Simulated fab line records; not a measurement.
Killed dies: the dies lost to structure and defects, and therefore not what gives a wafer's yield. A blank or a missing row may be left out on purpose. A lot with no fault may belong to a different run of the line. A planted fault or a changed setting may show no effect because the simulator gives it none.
Chamber matching / flow n5_finfet / 4 sister chambers for N5_SDB_ETCH_18 on rie_diel-04
The step etches SOC in N2/H2, target depth 100 nm, overetch 20 nm, time 150 s. 16 wafers are shown with their chamber, then 8 later ones without.

## EACH WAFER AND ITS CHAMBER
wafer=L075.4; chamber=3; drypump_motor_current_A (A)=6.0; showerhead_plenum_p_Torr (Torr)=2.49; rf_vpp_V (V)=522.5
wafer=L075.5; chamber=2; drypump_motor_current_A (A)=5.3; showerhead_plenum_p_Torr (Torr)=2.53; rf_vpp_V (V)=521.9
wafer=L075.6; chamber=3; drypump_motor_current_A (A)=6.0; showerhead_plenum_p_Torr (Torr)=2.49; rf_vpp_V (V)=523.4
wafer=L081.1; chamber=0; drypump_motor_current_A (A)=5.9; showerhead_plenum_p_Torr (Torr)=2.48; rf_vpp_V (V)=522.5
wafer=L081.3; chamber=3; drypump_motor_current_A (A)=6.0; showerhead_plenum_p_Torr (Torr)=2.48; rf_vpp_V (V)=523.5
wafer=L081.6; chamber=1; drypump_motor_current_A (A)=5.4; showerhead_plenum_p_Torr (Torr)=2.61; rf_vpp_V (V)=525.2
wafer=L082.1; chamber=0; drypump_motor_current_A (A)=5.9; showerhead_plenum_p_Torr (Torr)=2.48; rf_vpp_V (V)=521.4
wafer=L082.3; chamber=1; drypump_motor_current_A (A)=5.5; showerhead_plenum_p_Torr (Torr)=2.61; rf_vpp_V (V)=524.3
wafer=L082.4; chamber=0; drypump_motor_current_A (A)=5.9; showerhead_plenum_p_Torr (Torr)=2.48; rf_vpp_V (V)=522.3
wafer=L083.1; chamber=1; drypump_motor_current_A (A)=5.4; showerhead_plenum_p_Torr (Torr)=2.61; rf_vpp_V (V)=526.4
wafer=L083.4; chamber=0; drypump_motor_current_A (A)=5.9; showerhead_plenum_p_Torr (Torr)=2.48; rf_vpp_V (V)=520.8
wafer=L083.5; chamber=1; drypump_motor_current_A (A)=5.5; showerhead_plenum_p_Torr (Torr)=2.61; rf_vpp_V (V)=525.0
wafer=L084.2; chamber=3; drypump_motor_current_A (A)=6.0; showerhead_plenum_p_Torr (Torr)=2.48; rf_vpp_V (V)=523.2
wafer=L084.3; chamber=2; drypump_motor_current_A (A)=5.3; showerhead_plenum_p_Torr (Torr)=2.52; rf_vpp_V (V)=522.0
wafer=L084.6; chamber=2; drypump_motor_current_A (A)=5.3; showerhead_plenum_p_Torr (Torr)=2.52; rf_vpp_V (V)=522.4
wafer=L086.2; chamber=1; drypump_motor_current_A (A)=5.4; showerhead_plenum_p_Torr (Torr)=2.61; rf_vpp_V (V)=525.1

SIGNATURES, as means of the wafers listed above
reading=drypump_motor_current_A; chamber 0=5.900; chamber 1=5.440; chamber 2=5.300; chamber 3=6.000; scatter within a chamber=0.0316
reading=showerhead_plenum_p_Torr; chamber 0=2.4800; chamber 1=2.6100; chamber 2=2.5233; chamber 3=2.4850; scatter within a chamber=0.00373
reading=rf_vpp_V; chamber 0=521.750; chamber 1=525.200; chamber 2=522.100; chamber 3=523.150; scatter within a chamber=0.642
Rule: for a wafer and a chamber, the distance is found by dividing, reading by reading, the gap between the wafer's reading and the chamber's mean by the reading's scatter, squaring, summing and taking the root. If the next closest chamber is less than 2 further off than the closest, the wafer can't be placed; otherwise it belongs to the closest. How the scatter is found: for the shown wafers, subtract from each reading the mean of its chamber, square and add these, divide the total by (wafers less chambers), then take the root.

## WAFERS WITHOUT THEIR CHAMBER
wafer=L086.3; drypump_motor_current_A (A)=5.3; showerhead_plenum_p_Torr (Torr)=2.52; rf_vpp_V (V)=522.5
wafer=L086.6; drypump_motor_current_A (A)=5.5; showerhead_plenum_p_Torr (Torr)=2.60; rf_vpp_V (V)=525.4
wafer=L088.1; drypump_motor_current_A (A)=5.9; showerhead_plenum_p_Torr (Torr)=2.48; rf_vpp_V (V)=521.1
wafer=L088.5; drypump_motor_current_A (A)=5.9; showerhead_plenum_p_Torr (Torr)=2.48; rf_vpp_V (V)=522.0
wafer=L088.6; drypump_motor_current_A (A)=6.0; showerhead_plenum_p_Torr (Torr)=2.48; rf_vpp_V (V)=522.4
wafer=L096.4; drypump_motor_current_A (A)=6.0; showerhead_plenum_p_Torr (Torr)=2.47; rf_vpp_V (V)=520.0
wafer=L096.5; drypump_motor_current_A (A)=5.4; showerhead_plenum_p_Torr (Torr)=2.51; rf_vpp_V (V)=524.1
wafer=L096.6; drypump_motor_current_A (A)=5.4; showerhead_plenum_p_Torr (Torr)=2.60; rf_vpp_V (V)=525.9

## THE CHAMBER EACH PASSED THROUGH
wafer=L086.3; from the rows above=2; in truth=2
wafer=L086.6; from the rows above=1; in truth=1
wafer=L088.1; from the rows above=0; in truth=0
wafer=L088.5; from the rows above=0; in truth=0
wafer=L088.6; from the rows above=can't be placed: 3 or 0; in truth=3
wafer=L096.4; from the rows above=can't be placed: 0 or 3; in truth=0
wafer=L096.5; from the rows above=2; in truth=2
wafer=L096.6; from the rows above=1; in truth=1
Correct placement for 6 of the 8. Unplaceable from these rows: 2, with the true chamber sitting among the candidates in 2. 0 placed wrongly.
